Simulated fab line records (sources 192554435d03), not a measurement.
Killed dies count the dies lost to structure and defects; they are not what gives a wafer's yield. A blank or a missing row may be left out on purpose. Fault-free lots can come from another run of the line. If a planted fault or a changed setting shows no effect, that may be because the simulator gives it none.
A struck lot beside a sound one ; flow n5-finfet ; 41 steps out of a route of 1938
Sound: these wafers, L932.1, L932.5, L932.6. Struck: wafers L930.2, L930.6. (L930.1 of the same lot was not struck and is left out.) The cause comes at the end.
Per side, at each step with rows, come the tool, then ch with its chambers, and then its first start. Under that, the readings that differ: sound wafers ; struck wafers ; difference of the means ; sigmas: that difference in standard deviations of wafers without a fault.
alike: readings with means less than 2 such deviations apart, plus words and numbers identical on both sides. not compared: withheld readings, readings lacking a value on some wafer, bounds such as >300 that could conceal the same value, and numbers that have no deviation in the record and whose values overlap.
A row with sigmas, a row that says differs or no value, or rows on one side alone: a step with any of these is where the two part. Non-overlapping numbers with no deviation appear without sigmas and do not part them. A reading missing from all wafers of one side parts the sides only when that side holds two or more wafers.

first, 11 steps without rows for these wafers: N5_BEOL_M0_SAQP_SPACER1_ALD_98 (deposits SiO2, target thk 12.8 nm, pulse time 1 s, purge time 2 s); N5_BEOL_M0_SAQP_SPACER1_ETCHBACK_99 (etches SiO2 in CHF3/O2, target depth 15.4 nm, time 7.7 s); N5_BEOL_M0_SAQP_MANDREL1_REMOVE_100 (chemistry HBr/Cl2/O2, target a-Si, stops on SiNx, bt time 10 s); N5_BEOL_M0_SAQP_ETCH_101 (etches SiNx in CH3F/O2, target depth 29.9 nm, time 42.7 s); N5_BEOL_M0_SAQP_ETCH_102 (etches SiO2 in CF4, target depth 4 nm, time 4.4 s); N5_BEOL_M0_SAQP_MANDREL_ETCH_103 (etches a-Si in HBr/Cl2, stops on SiCN, target depth 45 nm, bt time 10 s, time 27 s); N5_BEOL_M0_SAQP_RECESS_104 (chemistry HF/NH3, target SiO2, target depth 18 nm, afs cycles 3, sublimation time 60 s); N5_BEOL_M0_SAQP_COAT_105 (time 60 s, resist thk 100 nm); N5_BEOL_M0_SAQP_ETCH_106 (etches SOC in N2/H2, stops on SiNx, target depth 150 nm); N5_BEOL_M0_SAQP_ETCH_107 (etches SiNx in CH3F/O2, target depth 30 nm); N5_BEOL_M0_SAQP_STRIP_108 (strips in N2/H2).
N5_BEOL_M0_SAQP_RECESS_109: chemistry HF/NH3, target SiO2, target depth 3 nm, afs cycles 1, sublimation time 60 s.
  sound on vapor-etch-02 ch 0,1, day 11 03:02; struck on vapor-etch-01 ch 0, day 10 18:22
  alike: drypump-motor-current-A
then, 12 steps without rows for these wafers: N5_BEOL_M0_SAQP_SPACER2_ALD_26 (deposits SiO2, target thk 15 nm, pulse time 1 s, purge time 2 s); N5_BEOL_M0_SAQP_SPACER2_ETCHBACK_27 (etches SiO2 in CHF3/O2, target depth 22.5 nm, time 11.25 s); N5_BEOL_M0_SAQP_MANDREL2_REMOVE_110 (chemistry HBr/Cl2/O2, target a-Si, stops on SiCN, bt time 10 s); N5_BEOL_M0_SAQP_COAT_69 (time 60 s, resist thk 90 nm); N5_BEOL_M0_SAQP_COAT_72 (time 60 s, resist thk 15 nm); N5_BEOL_M0_SAQP_COAT_87 (time 60 s, resist thk 5 nm); N5_BEOL_M0_SAQP_COAT_34 (resist thk 30 nm); N5_BEOL_M0_SAQP_EBR_36; N5_BEOL_M0_SAQP_SOFTBAKE_35 (time 60 s); N5_BEOL_M0_SAQP_EXPOSE_37 (exposes mask M0 CUT1, target cd 30 nm); N5_BEOL_M0_SAQP_PEB_38 (peb time 60 s); N5_BEOL_M0_SAQP_DEVELOP_39 (develop time 30 s).
N5_BEOL_M0_SAQP_INSPECT_42: inspects for defects (brightfield).
  sound on defect-inspect-02 at day 11 04:27; struck on defect-inspect-02 at day 10 19:55
reading;sound;struck;difference;sigmas
raw-defect-count;276 189 215;594 619;+380;+5
then, 13 steps without rows for these wafers: N5_BEOL_M0_SAQP_DESCUM_45 (chemistry O2, time 7 s); N5_BEOL_M0_SAQP_ETCH_88 (etches underlayer in N2/H2, target depth 6.5 nm, time 5.2 s); N5_BEOL_M0_SAQP_ETCH_73 (etches SiARC in CF4, target depth 19.5 nm, time 32.5 s); N5_BEOL_M0_SAQP_CUT_ETCH_46 (etches SOC in N2/H2, target depth 135 nm, overetch 27 nm, time 202.5 s); N5_BEOL_M0_SAQP_STRIP_74 (strips in N2/H2); N5_BEOL_M0_SAQP_STRIP_89 (strips in N2/H2); N5_BEOL_M0_SAQP_ALD_48 (deposits SiO2, target thk 20 nm, pulse time 1 s, co reactant pulse time 1 s); N5_BEOL_M0_SAQP_ETCH_49 (etches SiO2 in CF4/O2, target depth 37 nm); N5_BEOL_M0_SAQP_STRIP_75 (strips in CF4); N5_BEOL_M0_CUTY_COAT_50 (time 60 s, resist thk 15 nm); N5_BEOL_M0_CUTY_COAT_51 (resist thk 150 nm); N5_BEOL_M0_CUTY_EBR_52; N5_BEOL_M0_CUTY_SOFTBAKE_53 (time 60 s).
N5_BEOL_M0_CUTY_INSPECT_59: inspects for defects (macro).
  sound on defect-inspect-01 at day 11 05:43; struck on defect-inspect-01 at day 10 21:20
reading;sound;struck;difference;sigmas
raw-defect-count;2 1 2;>300 >300;differs;
-- the record jumps here: 3 days lie between the struck wafers' starts before and after (it left off in module BEOL_M0_CUTY and takes up again in module BEOL_M4, whose first step shown is number 1111 of the route) --
N5_BEOL_M4_RC_MEAS_101:
  sound on prober-02 ch 0, day 13 23:58; struck on prober-02 ch 0, day 13 22:21
  alike: DIBL_N, DIBL_P, IOFF_N, IOFF_P, ION_N, ION_P, SS_N, SS_P, VT_N, VT_P
-- a jump in the record: the struck wafers' starts before and after are 4 days apart (it breaks off in module BEOL_M4 and resumes in module PASSIVATION, where the first step shown is number 1936 of the route) --
N5_PASSIVATION_PROBE_49:
  record: rows for the struck wafers here (prober-02, day 18 03:29), none for the sound ones

## WHERE THEY PART
Last at N5_PASSIVATION_PROBE_49 as far as this record goes, first at N5_BEOL_M0_SAQP_INSPECT_42.

WHY: whatever the simulator had introduced
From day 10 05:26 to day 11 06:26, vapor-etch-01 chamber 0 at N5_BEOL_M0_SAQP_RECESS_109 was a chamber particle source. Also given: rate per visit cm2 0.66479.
